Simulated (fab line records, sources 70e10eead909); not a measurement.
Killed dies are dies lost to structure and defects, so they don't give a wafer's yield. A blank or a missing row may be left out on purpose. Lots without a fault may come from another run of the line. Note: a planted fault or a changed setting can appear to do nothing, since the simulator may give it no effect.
fab line records    flow nand_harc
[record] lots = 14  wafers = 42  last_day = 33
route steps=1302 shown A_CHANNEL_FILL_D2@616 THIN_TSV@1279 END@1302
lots that met no fault: from a run of the same line without faults
start_h: hours from the record's opening day to when the first of the lot's shown wafers began    wait_h: how many hours have passed since the lot's step before this one    " unchanged from the row above    L1.1+2: a row that stands for several wafers    - value missing, or start not given    * or withheld: withheld    < > ~ a bound
route shown NAME@n: a module of which the file shows steps, and the number in the route of the first    usual: mean and standard deviation over wafers with no fault    same: alike in all rows    chamber/n: place in a boat    sites: readings site by site    _std_site: the values' standard deviation    _edge_site: outer sites' mean less inner sites'    radius_mm: for every site, how far away it sits from the centre of the wafer    mask NAME#n: copy n    behind: tool/chamber where the wafer was last shaped    hold: why the lot was held/for how many hours/how that ended    device: transistor that didn't switch, given as n, p or np    end of line: the route-end tests of the same wafers    where a step has no rows: the recipe by itself    killed: count of dies lost to structure and defects at first sort (not the wafer's yield)    map: dies across one wafer; x = killed, . = not, _ = none there
set.NAME: the setting the step ran with; set.NAME@STEP: the setting that earlier step ran with    model.NAME: the simulator's own value behind a step, which no gauge read
one table for each step of the route and one row for each wafer, over a sample of lots
services: when a tool's chamber went out of use (start_h, in hours from the record's first day, below 0 if earlier), for how many hours, and the reason
[[steps]]
[step NHARC_A_CHANNEL_FILL_D2_ALD_16]
[recipe] target_thk_a = 15  pulse_time_s = 10  ald_cycles = 15  temp_c = 300  material = SiO2
[usual] heater_power_outer_w = 261/22  heater_power_w = 464/35  precursor_pulse_height_rel = 1.002/0.017
lot.wafer  tool       chamber  start_h  wait_h  heater_power_outer_w  heater_power_w  precursor_pulse_height_rel
L942.3     ald_hk-02  2        314.35   0.1     269                   507             1.023
L942.2     "          0        "        "       287                   481             1.013
L942.5     "          1        "        "       258                   461             1.019
L944.2     ald_hk-03  1        334.53   0.0     217                   393             1.018
L944.4     "          2        "        "       232                   425             1.000
L944.1     "          3        "        "       283                   491             0.976
L945.3     ald_hk-02  1        334.56   0.1     262                   451             1.023
L945.4     "          2        "        "       256                   520             1.011
L945.5     "          1        "        "       268                   458             1.008
L943.2     ald_hk-02  0        338.80   0.0     296                   493             1.006
L943.4     "          2        "        "       263                   514             0.991
L943.5     "          0        "        "       289                   482             1.006
L946.3     ald_hk-01  3        346.91   0.0     276                   479             1.009
L946.1     "          2        "        "       231                   405             0.982
L946.5     "          0        "        "       263                   474             1.006
L947.4     ald_hk-03  2        357.70   0.6     234                   420             0.988
L947.1     "          0        "        "       287                   496             1.017
L947.5     "          1        "        "       214                   404             1.021
L949.3     ald_hk-01  3        387.64   0.0     276                   487             0.998
L949.2     "          0        "        "       263                   472             1.010
L949.6     "          3        "        "       278                   487             0.959
L951.1     ald_hk-03  1        408.80   0.0     222                   398             0.986
L951.4     "          2        "        "       230                   412             1.005
L951.3     "          3        "        "       272                   502             0.999
L952.2     ald_hk-01  1        419.02   0.0     280                   501             0.996
L952.4     "          0        "        "       267                   481             1.009
L952.6     "          2        "        "       228                   394             1.000
L955.2     ald_hk-01  3        435.56   0.4     278                   479             0.988
L955.4     "          0        "        "       258                   462             1.023
L955.5     "          1        "        "       289                   499             0.979
L954.3     ald_hk-03  1        440.56   0.1     222                   396             0.985
L954.5     "          3        "        "       269                   505             1.010
L954.6     "          0        "        "       296                   481             1.036
L958.4     ald_hk-01  0        471.70   0.2     263                   477             0.997
L958.3     "          1        "        "       284                   500             0.985
L958.1     "          3        "        "       277                   482             0.990
L962.1     ald_hk-03  3        504.85   0.0     274                   511             1.015
L962.2     "          1        "        "       224                   402             1.004
L962.6     "          0        "        "       291                   495             1.002
L965.3     ald_hk-03  0        543.79   0.1     293                   477             0.997
L965.4     "          1        "        "       218                   408             1.037
L965.6     "          3        "        "       267                   494             1.010
[step NHARC_THIN_TSV_DEGAS_53]
[recipe] temp_c = 300  time_s = 60
[usual] heater_power_w = 467/49
lot.wafer  tool            chamber  start_h  wait_h  heater_power_w
L942.2     pvd_sputter-02  -        556.51   0.1     475
L942.3     "               -        "        "       515
L942.5     "               -        "        "       514
L944.1     pvd_sputter-01  -        572.77   0.1     440
L944.4     "               -        "        "       554
L944.2     "               -        "        "       534
L945.4     pvd_sputter-01  -        576.30   0.1     529
L945.3     "               -        "        "       447
L945.5     "               -        "        "       521
L943.4     pvd_sputter-03  -        577.33   0.1     506
L943.2     "               -        "        "       393
L943.5     "               -        "        "       478
L946.1     pvd_sputter-01  -        578.40   0.1     437
L946.3     "               -        "        "       441
L946.5     "               -        "        "       441
L947.1     pvd_sputter-02  -        587.05   0.1     470
L947.4     "               -        "        "       509
L947.5     "               -        "        "       460
L949.3     pvd_sputter-02  -        631.55   0.1     492
L949.2     "               -        "        "       473
L949.6     "               -        "        "       500
L952.4     pvd_sputter-03  -        668.05   0.1     503
L952.2     "               -        "        "       390
L952.6     "               -        "        "       487
L951.3     pvd_sputter-03  -        669.28   0.1     501
L951.1     "               -        "        "       396
L951.4     "               -        "        "       391
L955.4     pvd_sputter-01  -        676.37   0.1     533
L955.2     "               -        "        "       548
L955.5     "               -        "        "       551
L954.3     pvd_sputter-03  -        677.29   0.1     486
L954.5     "               -        "        "       387
L954.6     "               -        "        "       498
L958.4     pvd_sputter-02  -        721.41   0.1     488
L958.3     "               -        "        "       502
L958.1     "               -        "        "       475
L962.2     pvd_sputter-03  -        752.07   0.1     379
L962.1     "               -        "        "       509
L962.6     "               -        "        "       373
L965.4     pvd_sputter-01  -        783.06   0.1     427
L965.3     "               -        "        "       521
L965.6     "               -        "        "       429
[step NHARC_THIN_TSV_PRE_CLEAN_54]
[recipe] time_s = 30  temp_c = 280  gas = H2/He
[usual] heater_power_w = 411/42
lot.wafer  tool            chamber  start_h  wait_h  heater_power_w
L942.2     pvd_sputter-02  -        556.61   0.1     424
L942.3     "               -        "        "       450
L942.5     "               -        "        "       424
L944.4     pvd_sputter-01  -        572.85   0.1     461
L944.1     "               -        "        "       389
L944.2     "               -        "        "       508
L945.3     pvd_sputter-01  -        576.37   0.0     473
L945.4     "               -        "        "       491
L945.5     "               -        "        "       459
L943.4     pvd_sputter-03  -        577.40   0.1     435
L943.2     "               -        "        "       349
L943.5     "               -        "        "       435
L946.1     pvd_sputter-01  -        578.48   0.1     471
L946.3     "               -        "        "       490
L946.5     "               -        "        "       466
L947.4     pvd_sputter-02  -        587.12   0.0     451
L947.1     "               -        "        "       415
L947.5     "               -        "        "       433
L949.3     pvd_sputter-02  -        631.63   0.1     421
L949.2     "               -        "        "       448
L949.6     "               -        "        "       412
L952.4     pvd_sputter-03  -        668.12   0.1     414
L952.2     "               -        "        "       345
L952.6     "               -        "        "       339
L951.1     pvd_sputter-03  -        669.35   0.1     431
L951.3     "               -        "        "       428
L951.4     "               -        "        "       340
L955.2     pvd_sputter-01  -        676.45   0.1     450
L955.4     "               -        "        "       495
L955.5     "               -        "        "       457
L954.3     pvd_sputter-03  -        677.36   0.1     450
L954.6     "               -        "        "       432
L954.5     "               -        "        "       350
L958.4     pvd_sputter-02  -        721.50   0.1     430
L958.1     "               -        "        "       415
L958.3     "               -        "        "       415
L962.1     pvd_sputter-03  -        752.16   0.1     342
L962.2     "               -        "        "       448
L962.6     "               -        "        "       347
L965.4     pvd_sputter-01  -        783.12   0.1     378
L965.3     "               -        "        "       386
L965.6     "               -        "        "       379
[step NHARC_END_SORT_01]
[recipe] temp_c = 25
[usual] killed_at_array = 54/20  killed_at_other = 0.7/0.94  killed_at_periphery = 3.8/2.7  killed_dies = 59/20  killed_open = 3.5/1.9  killed_short = 2.5/1.6
[same] gross_dies = 677
lot.wafer  tool       chamber  start_h  wait_h  killed_at_array  killed_at_other  killed_at_periphery  killed_dies  killed_open  killed_short
L962.1     prober-01  0        762.13   2.5     114              0                3                    117          4            3
L962.2     prober-01  0        762.94   2.8     42               0                5                    47           6            3
L962.6     prober-01  0        766.17   4.0     37               0                4                    41           4            4
L965.3     prober-01  0        795.63   3.1     68               3                9                    80           5            4
L965.4     prober-01  0        796.43   3.4     82               0                8                    90           4            3
L965.6     prober-01  0        798.05   4.0     143              2                3                    148          4            3
// killed by level:class
L962.1 A_CHANNEL_FILL_D2:unspecified=80 A_CHANNEL_HOLE_D1:chamber_film_flake=15 A_SLIT:chamber_film_flake=3 A_STAIRCASE:chamber_film_flake=3 A_CONTACT:chamber_film_flake=3 P_M1:geometric_particle:short=1 A_ONON_D1:geometric_particle:open=1 A_CHANNEL_HOLE_D1:geometric_particle:open=1
L962.2 A_CHANNEL_HOLE_D1:chamber_film_flake=11 A_STAIRCASE:chamber_film_flake=6 A_SLIT:chamber_film_flake=5 A_CONTACT:chamber_film_flake=5 A_DECK1_JOINT:chamber_film_flake=4 A_CHANNEL_FILL_D2:geometric_particle:short=2 A_M0:geometric_particle:open=2 P_ZERO_WELL:chamber_film_flake=2
L962.6 A_CHANNEL_HOLE_D1:chamber_film_flake=12 A_CONTACT:chamber_film_flake=5 A_STAIRCASE:chamber_film_flake=5 A_SLIT:chamber_film_flake=4 A_DECK1_JOINT:chamber_film_flake=2 A_WL_FILL:chamber_film_flake=2 P_CONTACT:geometric_particle:open=1 P_CONTACT:geometric_particle:short=1
L965.3 A_SLIT:chamber_film_flake=30 A_CHANNEL_HOLE_D2:chamber_film_flake=25 P_M1:chamber_film_flake=5 P_GATE:chamber_film_flake=3 A_CONTACT:chamber_film_flake=3 A_CHANNEL_HOLE_D2:geometric_particle:short=2 A_CHANNEL_HOLE_D1:chamber_film_flake=2 THIN_TSV:chamber_film_flake=2
L965.4 A_SLIT:chamber_film_flake=32 A_CHANNEL_HOLE_D2:chamber_film_flake=28 A_STAIRCASE:chamber_film_flake=6 A_ZERO_WELL:chamber_film_flake=5 P_ZERO_WELL:chamber_film_flake=4 P_M1:chamber_film_flake=3 A_WL_FILL:chamber_film_flake=2 A_CHANNEL_FILL_D1:geometric_particle:open=1
L965.6 A_CHANNEL_FILL_D2:unspecified=83 A_CHANNEL_HOLE_D2:chamber_film_flake=27 A_SLIT:chamber_film_flake=17 A_STAIRCASE:chamber_film_flake=3 A_CONTACT:chamber_film_flake=3 A_WL_FILL:geometric_particle:short=2 P_M1:chamber_film_flake=2 A_WL_FILL:chamber_film_flake=2
[[services]]
tool            chamber  start_h  hours  kind
pvd_sputter-03  -        348.00   10.0   pm
ald_hk-03       -        393.75   10.0   pm
pvd_sputter-01  -        404.62   10.0   pm
pvd_sputter-02  -        460.02   10.0   pm
ald_hk-03       -        505.79   0.3    repair
pvd_sputter-03  -        512.57   1.9    repair
pvd_sputter-01  -        520.42   14.4   repair
pvd_sputter-03  -        526.00   10.0   pm
pvd_sputter-01  -        546.09   9.0    repair
pvd_sputter-01  -        563.32   2.0    repair
pvd_sputter-01  -        570.16   1.2    repair
ald_hk-03       -        571.75   10.0   pm
pvd_sputter-01  -        582.62   10.0   pm
pvd_sputter-02  -        638.02   10.0   pm
pvd_sputter-01  -        648.59   1.1    repair
pvd_sputter-03  -        656.98   9.4    repair
pvd_sputter-02  -        663.24   1.0    repair
pvd_sputter-01  -        678.05   0.8    repair
pvd_sputter-03  -        704.00   10.0   pm
pvd_sputter-03  -        734.51   1.1    repair
ald_hk-03       -        740.67   1.7    repair
pvd_sputter-01  -        748.82   4.2    repair
pvd_sputter-01  -        755.51   3.6    repair
pvd_sputter-01  -        762.55   10.0   pm
[[key]]
[first_sign] step = NHARC_END_SORT_01  reading = killed_at_array  direction = up  sigmas = 3.8  usual = 54  struck = 128
[effect] step = NHARC_END_SORT_01  reading = killed_dies  direction = up  sigmas = 3.7  usual = 59  struck = 132
[more_kills_born_at] NHARC_A_CHANNEL_FILL_D2_ALD_16@ald_hk-03 = 163
met_at NHARC_A_CHANNEL_FILL_D2_ALD_16
struck_lots L962,L965
struck_wafers L962.1,L965.6
tester_left_out L962,L965
not_acting_at NHARC_THIN_TSV_DEGAS_53,NHARC_THIN_TSV_PRE_CLEAN_54
onset_between 440.56 504.85
[fault] kind = chamber_particle_source  tool = ald_hk-03  chamber = 3  onset_h = 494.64  steps = NHARC_A_CHANNEL_FILL_D2_ALD_16  rate_per_visit_cm2 = 0.91319  end_h = 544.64
// tester_left_out: of these lots the tester's yield and bins aren't shown, on N5 and GAA mostly nor the transistor test; their killed dies are dies lost to structure and defects alone, not to doping, threshold or leakage, so they don't give the yield
